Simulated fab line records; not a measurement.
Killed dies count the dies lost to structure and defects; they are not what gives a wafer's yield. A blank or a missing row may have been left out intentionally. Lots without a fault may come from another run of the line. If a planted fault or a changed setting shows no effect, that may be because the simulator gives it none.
Matching of chambers / flow nand_harc / pecvd-01 running NHARC_A_STAIRCASE_DEP_259: 3 sister chambers
The step deposits SiON, target thk 30 nm. 6 wafers are shown with their chamber, then 10 later ones without.

## EACH WAFER AND ITS CHAMBER
wafer=L084.4; chamber=1; heater_power_w (W)=702
wafer=L088.5; chamber=0; heater_power_w (W)=742
wafer=L087.5; chamber=2; heater_power_w (W)=676
wafer=L087.6; chamber=1; heater_power_w (W)=673
wafer=L089.2; chamber=2; heater_power_w (W)=832
wafer=L089.3; chamber=0; heater_power_w (W)=751

## WAFERS WITH NO CHAMBER GIVEN
wafer=L089.5; heater_power_w (W)=763
wafer=L092.1; heater_power_w (W)=794
wafer=L092.2; heater_power_w (W)=747
wafer=L092.3; heater_power_w (W)=788
wafer=L096.2; heater_power_w (W)=755
wafer=L096.4; heater_power_w (W)=828
wafer=L096.6; heater_power_w (W)=767
wafer=L097.4; heater_power_w (W)=767
wafer=L097.5; heater_power_w (W)=738
wafer=L097.6; heater_power_w (W)=806

## THE CHAMBER EACH PASSED THROUGH
wafer=L089.5; from the rows above=can't be placed: 2 or 0 or 1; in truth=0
wafer=L092.1; from the rows above=can't be placed: 2 or 0 or 1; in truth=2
wafer=L092.2; from the rows above=can't be placed: 0 or 2 or 1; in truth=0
wafer=L092.3; from the rows above=can't be placed: 2 or 0 or 1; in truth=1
wafer=L096.2; from the rows above=can't be placed: 2 or 0 or 1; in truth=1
wafer=L096.4; from the rows above=can't be placed: 2 or 0 or 1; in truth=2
wafer=L096.6; from the rows above=can't be placed: 2 or 0 or 1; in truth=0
wafer=L097.4; from the rows above=can't be placed: 2 or 0 or 1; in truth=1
wafer=L097.5; from the rows above=can't be placed: 0 or 2 or 1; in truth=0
wafer=L097.6; from the rows above=can't be placed: 2 or 0 or 1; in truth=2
Correct placement for 0 of the 10. From these rows, 10 cannot be placed; in 10 the true chamber is one of the candidates. Placed wrongly: 0.
How it was worked out, from the rows above alone: a wafer's distance from a chamber is the root of the sum, over the readings, of the square of ((its reading less the chamber's mean) divided by the reading's scatter). If the next closest chamber is less than 2 further off than the closest, the wafer can't be placed; otherwise it belongs to the closest. The mean given for a chamber averages the wafers shown for that chamber. The scatter: take each reading less its chamber's mean, square it, sum over the shown wafers, divide by the number of wafers less the number of chambers, and take the root.
